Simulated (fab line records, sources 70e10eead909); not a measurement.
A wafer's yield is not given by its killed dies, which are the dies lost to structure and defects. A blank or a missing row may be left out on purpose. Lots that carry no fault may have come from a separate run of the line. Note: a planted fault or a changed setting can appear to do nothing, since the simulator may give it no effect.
fab line records | flow nandHarc
record: lots: 7 | wafers: 19 | lastDay: 33
route steps=1302 shown A_ZERO_WELL@412 A_SOURCE_PLATE@413 A_ONON_D1@424
lots that met no fault: taken from a fault-free run of the same line
startH: hours from the record's first day to the start of the lot's first wafer shown | waitH: hours from the lot's prior step to this one | " repeats the value in the row above | L1.1+2: several wafers, shown together as one row | - either no value or no given start | * or withheld: withheld | < > ~ a bound
route shown NAME@n: names a module that has steps shown in the file, with the first one's number in the route | usual: mean/standard deviation of fault-free wafers | same: alike in all rows | chamber/n: place in a boat | sites: readings site by site | _std_site: their standard deviation | _edge_site: inner sites' mean taken away from outer sites' mean | radiusMm: for every site, how far away it sits from the centre of the wafer | mask NAME#n: copy n | behind: tool/chamber where the wafer was last shaped | hold: cause of the lot's hold/its duration in hours/its outcome | device: the transistor (n, p or np) that didn't switch | end of line: at the end of the route, the tests of the same wafers | where a step has no rows: the recipe by itself | killed: dies lost to structure and defects at the first sort, not the wafer's yield | map: a wafer's dies, marking killed ones x, the rest . and places with no die _
set.NAME: the setting as run; set.NAME@STEP: as run at that earlier step | model.NAME: the simulator's own value behind a step, which no gauge read
lots at selected steps of the route; one table per step, one row per wafer
services: from which hour (startH, from the record's first day; less than 0 if before it) a tool's chamber was out of use, for how many hours, and why
== steps ==
step: NHARC_A_ZERO_WELL_INSPECT_17
usual: rawDefectCount: 10/5.2
lot.wafer | tool             | chamber | startH | waitH | rawDefectCount
L549.1    | defectInspect-01 | -       | 144.45 | 0.2   | 21
L549.2    | "                | -       | "      | "     | 15
L549.5    | "                | -       | "      | "     | 13
L553.1    | defectInspect-02 | -       | 185.40 | 0.2   | 16
L553.5    | "                | -       | "      | "     | 12
L553.6    | "                | -       | "      | "     | 9
L554.3    | defectInspect-02 | -       | 192.35 | 0.1   | 12
L554.4    | "                | -       | "      | "     | 16
L555.1    | defectInspect-02 | -       | 200.41 | 0.2   | 13
L555.5    | "                | -       | "      | "     | 6
L564.1    | defectInspect-01 | -       | 289.18 | 0.2   | 13
L564.5    | "                | -       | "      | "     | 5
L564.6    | "                | -       | "      | "     | 8
L567.2    | defectInspect-01 | -       | 318.74 | 0.1   | 17
L567.4    | "                | -       | "      | "     | 12
L567.5    | "                | -       | "      | "     | 21
L569.3    | defectInspect-02 | -       | 338.90 | 0.1   | 8
L569.5    | "                | -       | "      | "     | 11
L569.6    | "                | -       | "      | "     | 9
step: NHARC_A_SOURCE_PLATE_PRECLEAN_00
recipe: timeS: 60 | chemistry: HF-LAST
step: NHARC_A_SOURCE_PLATE_SRD_01
step: NHARC_A_SOURCE_PLATE_OXIDE_02
recipe: targetThkA: 100 | tempC: 900 | oxTimeS: 1362 | material: SiO2
step: NHARC_A_SOURCE_PLATE_THK_MEAS_09
recipe: thkMeasGauge: ellipsometry
usual: thkNm: 9.6/1
lot.wafer | tool         | chamber | startH | waitH | thkNm
L549.1    | filmMetro-01 | -       | 152.75 | 0.4   | 9.4
L549.2    | "            | -       | "      | "     | 11.2
L549.5    | "            | -       | "      | "     | 10.1
L553.1    | filmMetro-01 | -       | 192.82 | 0.4   | 9.9
L553.5    | "            | -       | "      | "     | 10.3
L553.6    | "            | -       | "      | "     | 12.3
L554.3    | filmMetro-02 | -       | 200.52 | 0.4   | 9.5
L554.4    | "            | -       | "      | "     | 10.0
L555.1    | filmMetro-02 | -       | 210.99 | 0.4   | 11.1
L555.5    | "            | -       | "      | "     | 9.3
L564.1    | filmMetro-01 | -       | 296.63 | 0.4   | 9.4
L564.5    | "            | -       | "      | "     | 8.5
L564.6    | "            | -       | "      | "     | 10.4
L567.2    | filmMetro-02 | -       | 328.31 | 0.4   | 11.8
L567.4    | "            | -       | "      | "     | 9.5
L567.5    | "            | -       | "      | "     | 9.6
L569.3    | filmMetro-01 | -       | 346.25 | 0.4   | 8.5
L569.5    | "            | -       | "      | "     | 9.9
L569.6    | "            | -       | "      | "     | 8.6
step: NHARC_A_SOURCE_PLATE_PVD_04
recipe: targetThkA: 500 | material: WSi2
step: NHARC_A_SOURCE_PLATE_CVD_03
recipe: targetThkA: 2000 | tempC: 620 | pressureMtorr: 200 | timeS: 4000 | material: poly-Si
step: NHARC_A_SOURCE_PLATE_ANNEAL_05
recipe: tempC: 850 | timeS: 1800
step: NHARC_A_SOURCE_PLATE_THK_MEAS_06
recipe: thkMeasGauge: ellipsometry
usual: thkNm: 200.0/1.9
lot.wafer | tool         | chamber | startH | waitH | thkNm
L549.1    | filmMetro-02 | -       | 166.08 | 0.4   | 202.1
L549.2    | "            | -       | "      | "     | 200.1
L549.5    | "            | -       | "      | "     | 201.3
L553.1    | filmMetro-01 | -       | 205.77 | 0.4   | 202.1
L553.5    | "            | -       | "      | "     | 200.8
L553.6    | "            | -       | "      | "     | 202.7
L554.3    | filmMetro-01 | -       | 215.27 | 0.4   | 199.6
L554.4    | "            | -       | "      | "     | 201.0
L555.1    | filmMetro-01 | -       | 224.16 | 0.4   | 195.8
L555.5    | "            | -       | "      | "     | 197.5
L564.1    | filmMetro-01 | -       | 309.50 | 0.4   | 200.6
L564.5    | "            | -       | "      | "     | 199.4
L564.6    | "            | -       | "      | "     | 201.0
L567.2    | filmMetro-02 | -       | 344.00 | 0.4   | 201.1
L567.4    | "            | -       | "      | "     | 197.7
L567.5    | "            | -       | "      | "     | 199.4
L569.3    | filmMetro-02 | -       | 357.90 | 0.4   | 199.2
L569.5    | "            | -       | "      | "     | 201.3
L569.6    | "            | -       | "      | "     | 201.9
step: NHARC_A_SOURCE_PLATE_INSPECT_08
usual: rawDefectCount: 62/24
lot.wafer | tool             | chamber | startH | waitH | rawDefectCount
L549.1    | defectInspect-01 | -       | 166.14 | 0.0   | 46
L549.2    | "                | -       | "      | "     | 48
L549.5    | "                | -       | "      | "     | 96
L553.1    | defectInspect-02 | -       | 205.87 | 0.0   | 47
L553.5    | "                | -       | "      | "     | 88
L553.6    | "                | -       | "      | "     | 28
L554.3    | defectInspect-01 | -       | 215.38 | 0.0   | 49
L554.4    | "                | -       | "      | "     | 72
L555.1    | defectInspect-01 | -       | 224.23 | 0.0   | 79
L555.5    | "                | -       | "      | "     | 53
L564.1    | defectInspect-01 | -       | 309.59 | 0.0   | 61
L564.5    | "                | -       | "      | "     | 46
L564.6    | "                | -       | "      | "     | 40
L567.2    | defectInspect-02 | -       | 344.07 | 0.0   | 57
L567.4    | "                | -       | "      | "     | 55
L567.5    | "                | -       | "      | "     | 81
L569.3    | defectInspect-01 | -       | 357.99 | 0.0   | 81
L569.5    | "                | -       | "      | "     | 102
L569.6    | "                | -       | "      | "     | 80
step: NHARC_A_ONON_D1_DEP_00
recipe: targetThkA: 10000 | n2FlowSccm: 2750 | n2oFlowSccm: 2000 | nh3FlowSccm: 500 | sih4FlowSccm: 210 | tempC: 400
usual: susceptorTempC: 400.01/0.21
lot.wafer | tool         | chamber | startH | waitH | susceptorTempC
L549.1    | pecvdOnon-02 | 0       | 166.21 | 0.1   | 399.65
L549.2    | "            | 0       | "      | "     | 399.82
L549.5    | "            | 0       | "      | "     | 399.93
L553.1    | pecvdOnon-01 | 0       | 205.94 | 0.1   | 399.76
L553.5    | "            | 0       | "      | "     | 399.89
L553.6    | "            | 0       | "      | "     | 400.40
L554.3    | pecvdOnon-01 | 0       | 215.56 | 0.2   | 399.93
L554.4    | "            | 0       | "      | "     | 399.75
L555.1    | pecvdOnon-01 | 0       | 224.29 | 0.1   | 399.95
L555.5    | "            | 0       | "      | "     | 400.13
L564.1    | pecvdOnon-02 | 0       | 309.65 | 0.1   | 400.43
L564.5    | "            | 0       | "      | "     | 400.32
L564.6    | "            | 0       | "      | "     | 400.19
L567.2    | pecvdOnon-01 | 0       | 344.19 | 0.1   | 399.80
L567.4    | "            | 0       | "      | "     | 400.16
L567.5    | "            | 0       | "      | "     | 399.77
L569.3    | pecvdOnon-04 | 0       | 358.17 | 0.2   | 400.14
L569.5    | "            | 0       | "      | "     | 400.08
L569.6    | "            | 0       | "      | "     | 399.85
step: NHARC_A_ONON_D1_THK_MEAS_02
recipe: thkMeasGauge: ellipsometry
usual: thkNm: 998/13
lot.wafer | tool         | chamber | startH | waitH | thkNm
L549.1    | filmMetro-02 | -       | 166.72 | -     | 1009
L549.2    | "            | -       | "      | "     | 1008
L549.5    | "            | -       | "      | "     | 1012
L553.1    | filmMetro-02 | -       | 206.45 | -     | 996
L553.5    | "            | -       | "      | "     | 871
L553.6    | "            | -       | "      | "     | 997
L554.3    | filmMetro-02 | -       | 215.96 | -     | 1001
L554.4    | "            | -       | "      | "     | 877
L555.1    | filmMetro-02 | -       | 224.80 | -     | 1021
L555.5    | "            | -       | "      | "     | 895
L564.1    | filmMetro-02 | -       | 310.17 | -     | 1019
L564.5    | "            | -       | "      | "     | 1019
L564.6    | "            | -       | "      | "     | 1020
L567.2    | filmMetro-02 | -       | 344.65 | -     | 972
L567.4    | "            | -       | "      | "     | 971
L567.5    | "            | -       | "      | "     | 972
L569.3    | filmMetro-01 | -       | 358.57 | -     | 997
L569.5    | "            | -       | "      | "     | 999
L569.6    | "            | -       | "      | "     | 1002
step: NHARC_A_ONON_D1_DEP_03
recipe: targetThkA: 10000 | n2FlowSccm: 2750 | n2oFlowSccm: 2000 | nh3FlowSccm: 500 | sih4FlowSccm: 210 | tempC: 400
== services ==
tool         | chamber | startH | hours | kind
pecvdOnon-02 | -       | 185.03 | 13.0  | pm
pecvdOnon-01 | -       | 217.97 | 4.4   | repair
pecvdOnon-04 | -       | 235.01 | 6.0   | repair
pecvdOnon-01 | -       | 269.95 | 13.0  | pm
pecvdOnon-04 | -       | 311.12 | 13.0  | pm
== key ==
firstSign: step: NHARC_A_ONON_D1_THK_MEAS_02 | reading: thkNm | direction: down | sigmas: 9.3 | usual: 998 | struck: 881
effect none on later readings
metAt NHARC_A_ONON_D1_DEP_00
struckWafers L553.5,L554.4,L555.5
laterRowsLeftOut L553.5,L554.4,L555.5
sortLeftOut L553.5,L554.4,L555.5
testerLeftOut L553,L554,L555
fault: kind: processParameterDrift | tool: pecvdOnon-01 | chamber: - | onsetH: 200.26 | steps: NHARC_A_ONON_D1_DEP_00 | channel: targetThkA | offset: * | shape: step | endH: 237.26 | scope: struckWafersOnly | actsIn: * | stated: *
testerLeftOut: of these lots the tester's yield and bins aren't shown, on N5 and GAA mostly nor the transistor test; their killed dies are dies lost to structure and defects alone, not to doping, threshold or leakage, so they don't give the yield
sortLeftOut: the simulated sort isn't trusted on such a fault, so these wafers' sort isn't shown, and their yield isn't known
laterRowsLeftOut: the simulator's readings of these wafers behind a module that went badly wrong aren't trusted and aren't shown, but for the sort
